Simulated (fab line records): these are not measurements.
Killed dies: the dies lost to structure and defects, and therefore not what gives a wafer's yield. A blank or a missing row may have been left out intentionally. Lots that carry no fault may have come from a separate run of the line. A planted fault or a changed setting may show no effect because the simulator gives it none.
Which tool is to blame?    flow n5_finfet    Sampling: 24 lots, 72 wafers, 6 of 1938 route steps

== WHAT THE GAUGES READ, wafer by wafer ==
N5_ZERO_LAYER_INSPECT_20: inspects for defects (darkfield). Usual: 34 for raw_defect_count, sd 15.
lot   measured     on                 raw_defect_count  flag
L074  day 1 13:19  defect_inspect-01  25 21 28          
L075  day 1 19:40  defect_inspect-01  37 45 42          
L076  day 2 01:24  defect_inspect-02  25 32 18          
L077  day 2 07:16  defect_inspect-02  46 36 35          
L078  day 2 13:22  defect_inspect-01  39 37 36          
L079  day 2 19:45  defect_inspect-01  55 9 34           
L080  day 3 01:25  defect_inspect-01  40 30 41          
L081  day 3 07:15  defect_inspect-02  74 36 52          
L082  day 3 13:24  defect_inspect-01  34 45 26          
L083  day 3 19:26  defect_inspect-01  19 14 21          
L084  day 4 01:15  defect_inspect-02  24 27 41          
L085  day 4 07:15  defect_inspect-01  62 58 51          
L086  day 4 13:16  defect_inspect-02  33 34 55          
L087  day 4 19:23  defect_inspect-02  76 57 88          
L088  day 5 01:15  defect_inspect-01  35 30 36          
L089  day 5 07:35  defect_inspect-02  43 29 22          
L090  day 5 13:23  defect_inspect-02  36 39 26          
L091  day 5 19:23  defect_inspect-02  39 18 43          
L092  day 6 01:45  defect_inspect-01  75 35 55          
L093  day 6 07:34  defect_inspect-02  11 17 39          
L094  day 6 13:16  defect_inspect-01  28 15 21          
L095  day 6 19:24  defect_inspect-01  14 36 21          
L096  day 7 01:16  defect_inspect-02  22 18 31          
L097  day 7 07:19  defect_inspect-02  31 25 23          

N5_WELL_APT_OVL_MEAS_09. Usual: NWELL_OVL typically reads 1 nm, with standard deviation 5.6.
lot   measured     on          NWELL_OVL (nm)  flag
L074  day 1 13:46  overlay-02  2 6 -7          
L075  day 1 20:07  overlay-01  3 -8 -4         
L076  day 2 01:44  overlay-01  3 -3 12         
L077  day 2 07:44  overlay-01  -8 -6 -9        
L078  day 2 13:49  overlay-01  6 1 4           
L079  day 2 20:05  overlay-02  -6 0 3          
L080  day 3 01:52  overlay-01  8 10 4          
L081  day 3 07:35  overlay-02  -8 -13 -4       
L082  day 3 13:44  overlay-02  12 6 0          
L083  day 3 19:48  overlay-02  6 -2 -3         
L084  day 4 01:35  overlay-02  -4 -1 -4        
L085  day 4 07:43  overlay-01  6 -1 0          
L086  day 4 13:44  overlay-01  0 -6 -6         
L087  day 4 19:50  overlay-01  -1 8 -4         
L088  day 5 01:43  overlay-01  -8 4 -2         
L089  day 5 07:55  overlay-01  2 4 5           
L090  day 5 13:51  overlay-02  6 8 1           
L091  day 5 19:50  overlay-01  0 -4 5          
L092  day 6 02:05  overlay-01  -10 5 -6        
L093  day 6 07:55  overlay-01  11 6 8          
L094  day 6 13:36  overlay-02  0 2 -7          
L095  day 6 19:52  overlay-02  1 0 2           
L096  day 7 01:35  overlay-01  9 3 9           
L097  day 7 07:46  overlay-01  4 -1 -9         

N5_FIN_CUT_OVL_MEAS_09. Usual: FIN_CUT_OVL typically reads 0.3 nm, with standard deviation 0.59.
lot   measured     on          FIN_CUT_OVL (nm)  flag
L074  day 2 03:03  overlay-01  0.2 0.4 -0.1      
L075  day 2 08:29  overlay-02  1.8 1.0 1.6       
L076  day 2 14:33  overlay-01  0.2 0.2 -0.4      
L077  day 2 20:48  overlay-01  0.3 0.9 0.5       
L078  day 3 02:35  overlay-01  0.8 1.3 0.2       
L079  day 3 10:01  overlay-02  0.2 0.3 0.7       
L080  day 3 14:44  overlay-02  0.5 -0.1 0.7      
L081  day 3 21:36  overlay-01  0.3 0.6 0.7       
L082  day 4 02:53  overlay-02  0.9 -0.2 -0.6     
L083  day 4 08:19  overlay-02  0.2 1.2 0.8       
L084  day 4 15:46  overlay-01  0.6 -0.6 -0.1     
L085  day 4 20:38  overlay-01  0.5 0.4 -1.1      
L086  day 5 05:17  overlay-02  -0.4 0.5 0.2      
L087  day 5 12:48  overlay-02  0.8 0.0 -0.2      
L088  day 5 14:19  overlay-02  -0.4 -0.7 0.1     
L089  day 5 21:30  overlay-01  0.1 -0.5 0.4      
L090  day 6 03:44  overlay-02  0.7 -0.5 0.3      
L091  day 6 08:28  overlay-02  -1.0 -0.1 -0.3    
L092  day 6 14:07  overlay-02  -0.3 -0.2 0.3     
L093  day 6 21:27  overlay-01  0.5 0.7 0.1       
L094  day 7 02:11  overlay-01  -0.3 0.8 0.1      
L095  day 7 08:31  overlay-01  0.4 1.1 0.7       
L096  day 7 14:10  overlay-01  0.4 1.0 0.2       
L097  day 7 21:19  overlay-01  1.1 1.4 1.0       

== WHICH TOOL RAN EACH LOT (tool, then ch and the chambers of the sampled wafers, then the start) ==
lot   N5_ZERO_LAYER_STRIP_24               N5_FIN_SAQP_ETCH_51                N5_FIN_SAQP_ETCH_64
L074  plasma_asher-01 ch 0,1, day 1 12:57  rie_diel-03 ch 0,1, day 1 22:14    rie_si-06 ch 2,3, day 2 02:19
L075  plasma_asher-01 ch 0,1, day 1 19:18  rie_diel-03 ch 0,2, day 2 03:47    rie_si-06 ch 1,2,3, day 2 07:53
L076  plasma_asher-01 ch 0,1, day 2 01:02  rie_diel-06 ch 2,3, day 2 10:01    rie_si-06 ch 0,1, day 2 13:57
L077  plasma_asher-02 ch 0,1, day 2 06:55  rie_diel-02 ch 0,1,3, day 2 16:20  rie_si-06 ch 0,1,2, day 2 20:12
L078  plasma_asher-02 ch 0,1, day 2 13:00  rie_diel-06 ch 0,1,3, day 2 22:00  rie_si-05 ch 2,3, day 3 01:51
L079  plasma_asher-02 ch 0,1, day 2 19:23  rie_diel-06 ch 1,2,3, day 3 04:43  rie_si-05 ch 1,2,3, day 3 09:25
L080  plasma_asher-02 ch 0,1, day 3 01:03  rie_diel-03 ch 1,3, day 3 09:56    rie_si-05 ch 0,2, day 3 14:08
L081  plasma_asher-01 ch 0,1, day 3 06:53  rie_diel-06 ch 0,2, day 3 16:17    rie_si-05 ch 2,3, day 3 20:52
L082  plasma_asher-02 ch 0,1, day 3 13:02  rie_diel-06 ch 1,2,3, day 3 22:20  rie_si-04 ch 1,3, day 4 02:14
L083  plasma_asher-02 ch 0,1, day 3 19:04  rie_diel-02 ch 0,1,3, day 4 03:28  rie_si-05 ch 1,2,3, day 4 07:42
L084  plasma_asher-01 ch 0,1, day 4 00:53  rie_diel-03 ch 0,2,3, day 4 09:31  rie_si-06 ch 0,1,2, day 4 15:02
L085  plasma_asher-02 ch 0,1, day 4 06:53  rie_diel-02 ch 0,2,3, day 4 15:40  rie_si-06 ch 0,1,2, day 4 20:01
L086  plasma_asher-01 ch 0,1, day 4 12:56  rie_diel-03 ch 0,3, day 4 21:08    rie_si-06 ch 0,1,3, day 5 04:40
L087  plasma_asher-01 ch 0,1, day 4 19:02  rie_diel-06 ch 0,3, day 5 07:29    rie_si-06 ch 1,2,3, day 5 12:11
L088  plasma_asher-02 ch 0,1, day 5 00:53  rie_diel-03 ch 1,2,3, day 5 09:25  rie_si-06 ch 0,1,2, day 5 13:41
L089  plasma_asher-02 ch 0,1, day 5 07:13  rie_diel-06 ch 1,2,3, day 5 15:45  rie_si-04 ch 2,3, day 5 20:54
L090  plasma_asher-02 ch 0,1, day 5 13:03  rie_diel-03 ch 0,2,3, day 5 22:50  rie_si-05 ch 1,2,3, day 6 02:59
L091  plasma_asher-02 ch 0,1, day 5 19:01  rie_diel-03 ch 0,1,3, day 6 03:44  rie_si-04 ch 1,3, day 6 07:44
L092  plasma_asher-01 ch 0,1, day 6 01:23  rie_diel-02 ch 0,2,3, day 6 09:34  rie_si-06 ch 0,1,3, day 6 13:31
L093  plasma_asher-02 ch 0,1, day 6 07:13  rie_diel-03 ch 0,3, day 6 16:30    rie_si-05 ch 0,1, day 6 20:41
L094  plasma_asher-01 ch 0,1, day 6 12:54  rie_diel-06 ch 1,2, day 6 21:27    rie_si-06 ch 1,2,3, day 7 01:28
L095  plasma_asher-01 ch 0,1, day 6 19:02  rie_diel-02 ch 0,2,3, day 7 03:34  rie_si-05 ch 0,1,2, day 7 07:54
L096  plasma_asher-01 ch 0,1, day 7 00:54  rie_diel-02 ch 1,2, day 7 09:31    rie_si-05 ch 1,2,3, day 7 13:26
L097  plasma_asher-01 ch 0,1, day 7 06:56  rie_diel-06 ch 0,2,3, day 7 16:31  rie_si-05 ch 2,3, day 7 20:43
- N5_ZERO_LAYER_STRIP_24: strips in O2.
- N5_FIN_SAQP_ETCH_51: etches SiARC in CF4, target depth 45.5 nm, time 75.8 s.
- N5_FIN_SAQP_ETCH_64: etches SiO2 in CF4, target depth 1.5 nm.

== WHAT THE TOOLS THEMSELVES READ (means of the sampled wafers that have a number; where no wafer has one, the mark that the record gives instead) ==
N5_ZERO_LAYER_STRIP_24. Usual: drypump_motor_current_A 5.7 A, standard deviation 0.52; heater_power_w 352 W, standard deviation 9.2; oes_product_au 0.646 a.u., standard deviation 0.0042; strip_time_to_endpoint_s 43.88 s, standard deviation 0.088.
lot   tool             drypump_motor_current_A (A)  heater_power_w (W)  oes_product_au (a.u.)  strip_time_to_endpoint_s (s)  flag
L074  plasma_asher-01  6.3                          341                 0.646                  44.01                         
L075  plasma_asher-01  6.3                          344                 0.648                  43.77                         
L076  plasma_asher-01  6.3                          348                 0.644                  43.99                         
L077  plasma_asher-02  5.2                          357                 0.648                  43.93                         
L078  plasma_asher-02  5.2                          362                 0.649                  43.86                         
L079  plasma_asher-02  5.2                          360                 0.648                  43.90                         
L080  plasma_asher-02  5.2                          356                 0.643                  43.84                         
L081  plasma_asher-01  6.2                          349                 0.647                  43.95                         
L082  plasma_asher-02  5.2                          354                 0.646                  43.75                         
L083  plasma_asher-02  5.2                          359                 0.647                  43.92                         
L084  plasma_asher-01  6.3                          342                 0.652                  43.96                         
L085  plasma_asher-02  5.2                          356                 0.644                  43.90                         
L086  plasma_asher-01  6.3                          344                 0.649                  43.93                         
L087  plasma_asher-01  6.1                          351                 0.645                  43.89                         
L088  plasma_asher-02  5.2                          361                 0.648                  43.82                         
L089  plasma_asher-02  5.3                          357                 0.644                  43.93                         
L090  plasma_asher-02  5.3                          358                 0.648                  43.96                         
L091  plasma_asher-02  5.2                          359                 0.644                  43.87                         
L092  plasma_asher-01  6.1                          347                 0.646                  43.93                         
L093  plasma_asher-02  5.2                          355                 0.647                  43.82                         
L094  plasma_asher-01  6.1                          346                 0.643                  43.80                         
L095  plasma_asher-01  6.1                          348                 0.646                  43.75                         
L096  plasma_asher-01  6.3                          342                 0.650                  43.77                         
L097  plasma_asher-01  6.3                          343                 0.646                  43.82                         

N5_FIN_SAQP_ETCH_51. Usual: drypump_motor_current_A 5.7 A, standard deviation 0.32; etch_rf_on_time_s 75.5 s, standard deviation 1.6; oes_product_au 0.65 a.u., standard deviation 0.044; rf_vpp_V 184.1 V, standard deviation 1.2; showerhead_plenum_p_Torr 2.15 Torr, standard deviation 0.071; throttle_valve_pct 15.66 %, standard deviation 0.2.
lot   tool         drypump_motor_current_A (A)  etch_rf_on_time_s (s)  oes_product_au (a.u.)  rf_vpp_V (V)  showerhead_plenum_p_Torr (Torr)  throttle_valve_pct (%)  flag
L074  rie_diel-03  5.5                          73.3                   0.69                   183.9         2.13                             15.54                   
L075  rie_diel-03  5.7                          75.1                   0.68                   184.5         2.10                             15.53                   
L076  rie_diel-06  6.0                          75.0                   0.64                   183.1         2.05                             15.69                   
L077  rie_diel-02  5.7                          76.8                   0.64                   184.7         2.17                             15.80                   
L078  rie_diel-06  5.5                          75.6                   0.66                   182.9         2.14                             15.59                   
L079  rie_diel-06  5.6                          75.2                   0.65                   183.1         2.08                             15.68                   
L080  rie_diel-03  5.7                          75.5                   0.75                   185.5         2.25                             15.43                   
L081  rie_diel-06  6.1                          75.5                   0.63                   183.8         2.11                             15.82                   
L082  rie_diel-06  5.6                          75.4                   0.64                   183.4         2.08                             15.70                   
L083  rie_diel-02  5.7                          76.9                   0.63                   184.8         2.16                             15.83                   
L084  rie_diel-03  5.8                          76.0                   0.70                   184.9         2.16                             15.51                   
L085  rie_diel-02  5.5                          76.3                   0.63                   183.6         2.13                             15.76                   
L086  rie_diel-03  5.6                          76.3                   0.71                   184.6         2.14                             15.54                   
L087  rie_diel-06  5.4                          75.5                   0.64                   183.2         2.11                             15.46                   
L088  rie_diel-03  5.8                          75.2                   0.67                   185.2         2.21                             15.52                   
L089  rie_diel-06  5.6                          76.4                   0.63                   182.9         2.07                             15.73                   
L090  rie_diel-03  5.9                          76.0                   0.68                   184.0         2.16                             15.52                   
L091  rie_diel-03  5.6                          74.4                   0.69                   184.0         2.18                             15.55                   
L092  rie_diel-02  5.5                          75.0                   0.62                   184.2         2.13                             15.78                   
L093  rie_diel-03  5.7                          75.1                   0.70                   184.0         2.13                             15.56                   
L094  rie_diel-06  6.0                          75.3                   0.62                   183.3         2.07                             15.94                   
L095  rie_diel-02  5.5                          75.6                   0.61                   183.4         2.13                             15.80                   
L096  rie_diel-02  5.7                          75.4                   0.62                   184.8         2.18                             15.79                   
L097  rie_diel-06  5.8                          75.1                   0.62                   183.3         2.10                             15.69                   

N5_FIN_SAQP_ETCH_64. Usual: drypump_motor_current_A 5.6 A, standard deviation 0.52; oes_product_au 0.991 a.u., standard deviation 0.019; throttle_valve_pct 21.71 %, standard deviation 0.19.
lot   tool       drypump_motor_current_A (A)  oes_product_au (a.u.)  throttle_valve_pct (%)  flag
L074  rie_si-06  5.1                          0.989                  21.78                   
L075  rie_si-06  5.0                          0.991                  21.67                   
L076  rie_si-06  5.1                          0.997                  21.66                   
L077  rie_si-06  5.1                          1.010                  21.75                   
L078  rie_si-05  5.8                          0.989                  21.83                   
L079  rie_si-05  6.0                          0.982                  21.77                   
L080  rie_si-05  6.1                          0.989                  21.60                   
L081  rie_si-05  5.8                          0.974                  21.82                   
L082  rie_si-04  5.5                          0.999                  21.63                   
L083  rie_si-05  6.0                          0.982                  21.77                   
L084  rie_si-06  5.1                          1.006                  21.62                   
L085  rie_si-06  5.1                          1.013                  21.62                   
L086  rie_si-06  5.2                          1.003                  21.76                   
L087  rie_si-06  5.0                          0.995                  21.54                   
L088  rie_si-06  5.1                          1.001                  21.63                   
L089  rie_si-04  5.6                          0.973                  21.69                   
L090  rie_si-05  6.0                          0.976                  21.76                   
L091  rie_si-04  5.5                          0.997                  21.64                   
L092  rie_si-06  5.2                          1.001                  21.76                   
L093  rie_si-05  6.3                          0.997                  21.52                   
L094  rie_si-06  5.0                          0.999                  21.54                   
L095  rie_si-05  6.1                          0.989                  21.64                   
L096  rie_si-05  6.0                          0.972                  21.77                   
L097  rie_si-05  5.8                          0.969                  21.85                   

== THE ANSWER, worked out from the rows above alone ==
Rule: a lot counts as off when the mean over its wafers that have a number is more than 3 standard deviations away from the usual mean. Also off: a lot with no number at a reading for which 4 or more lots have one. The other lots that the step has rows for count as sound. After the gauges, taken in route order, come the tools' own readings; for these a lot's mean is taken, as printed above. The first step at which some lot is off is used, and at that step the reading that is off furthest; a lot without a number counts as furthest.
Across all readings shown, no lot is off: no conclusion can be drawn from this.

== WHAT HAD BEEN PUT IN BY THE SIMULATOR ==
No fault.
